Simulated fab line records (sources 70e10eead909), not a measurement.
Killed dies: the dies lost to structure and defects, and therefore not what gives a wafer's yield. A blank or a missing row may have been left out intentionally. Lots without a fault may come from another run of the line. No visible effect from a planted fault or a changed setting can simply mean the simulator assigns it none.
Matching of chambers / flow nandHarc / 3 sister chambers for NHARC_P_M0_PRE_CLEAN_31 on pecvd-02
The step time 12 s. 30 wafers are shown with their chamber, then 12 later ones without.

WAFERS WITH THEIR CHAMBER
wafer=L074.1; chamber=2; heaterPowerW (W)=573
wafer=L074.3; chamber=2; heaterPowerW (W)=572
wafer=L074.6; chamber=0; heaterPowerW (W)=674
wafer=L075.1; chamber=2; heaterPowerW (W)=622
wafer=L075.2; chamber=0; heaterPowerW (W)=666
wafer=L075.3; chamber=0; heaterPowerW (W)=664
wafer=L075.4; chamber=2; heaterPowerW (W)=647
wafer=L075.5; chamber=0; heaterPowerW (W)=666
wafer=L075.6; chamber=2; heaterPowerW (W)=643
wafer=L078.2; chamber=0; heaterPowerW (W)=648
wafer=L078.4; chamber=0; heaterPowerW (W)=649
wafer=L078.6; chamber=2; heaterPowerW (W)=548
wafer=L080.1; chamber=0; heaterPowerW (W)=683
wafer=L080.3; chamber=2; heaterPowerW (W)=668
wafer=L080.6; chamber=1; heaterPowerW (W)=563
wafer=L081.2; chamber=1; heaterPowerW (W)=521
wafer=L081.4; chamber=0; heaterPowerW (W)=702
wafer=L081.5; chamber=2; heaterPowerW (W)=667
wafer=L082.2; chamber=2; heaterPowerW (W)=605
wafer=L082.4; chamber=1; heaterPowerW (W)=501
wafer=L082.6; chamber=2; heaterPowerW (W)=618
wafer=L083.1; chamber=2; heaterPowerW (W)=641
wafer=L083.3; chamber=0; heaterPowerW (W)=764
wafer=L083.4; chamber=1; heaterPowerW (W)=597
wafer=L087.1; chamber=0; heaterPowerW (W)=724
wafer=L087.3; chamber=1; heaterPowerW (W)=509
wafer=L087.6; chamber=0; heaterPowerW (W)=725
wafer=L088.4; chamber=2; heaterPowerW (W)=618
wafer=L088.5; chamber=0; heaterPowerW (W)=697
wafer=L088.6; chamber=1; heaterPowerW (W)=568

SIGNATURES (averages over the wafers above)
reading=heaterPowerW; chamber 0=688.50; chamber 1=543.17; chamber 2=618.50; scatter within a chamber=37.1
Rule: for each reading, subtract the chamber's mean from the wafer's reading, divide by that reading's scatter and square the result; add these up over the readings and take the root, which gives the wafer's distance from the chamber. The wafer belongs to the nearest chamber; if the next one is less than 2 further off, it can't be placed. How the scatter is found: for the shown wafers, subtract from each reading the mean of its chamber, square and add these, divide the total by (wafers less chambers), then take the root.

WAFERS WHOSE CHAMBER IS MISSING
wafer=L090.2; heaterPowerW (W)=602
wafer=L090.3; heaterPowerW (W)=764
wafer=L090.4; heaterPowerW (W)=599
wafer=L093.1; heaterPowerW (W)=623
wafer=L093.3; heaterPowerW (W)=529
wafer=L093.6; heaterPowerW (W)=631
wafer=L094.2; heaterPowerW (W)=637
wafer=L094.4; heaterPowerW (W)=766
wafer=L094.6; heaterPowerW (W)=495
wafer=L096.1; heaterPowerW (W)=779
wafer=L096.2; heaterPowerW (W)=593
wafer=L096.3; heaterPowerW (W)=601

WHICH CHAMBER EACH ONE RAN IN
wafer=L090.2; from the rows above=can't be placed: 2 or 1 or 0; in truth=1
wafer=L090.3; from the rows above=can't be placed: 0 or 2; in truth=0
wafer=L090.4; from the rows above=can't be placed: 2 or 1 or 0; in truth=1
wafer=L093.1; from the rows above=can't be placed: 2 or 0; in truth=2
wafer=L093.3; from the rows above=1; in truth=1
wafer=L093.6; from the rows above=can't be placed: 2 or 0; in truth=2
wafer=L094.2; from the rows above=can't be placed: 2 or 0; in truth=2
wafer=L094.4; from the rows above=can't be placed: 0 or 2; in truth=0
wafer=L094.6; from the rows above=1; in truth=1
wafer=L096.1; from the rows above=can't be placed: 0 or 2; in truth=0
wafer=L096.2; from the rows above=can't be placed: 2 or 1 or 0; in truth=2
wafer=L096.3; from the rows above=can't be placed: 2 or 1 or 0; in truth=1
Correct placement for 2 of the 12. Unplaceable from these rows: 10, with the true chamber sitting among the candidates in 10. 0 placed wrongly.
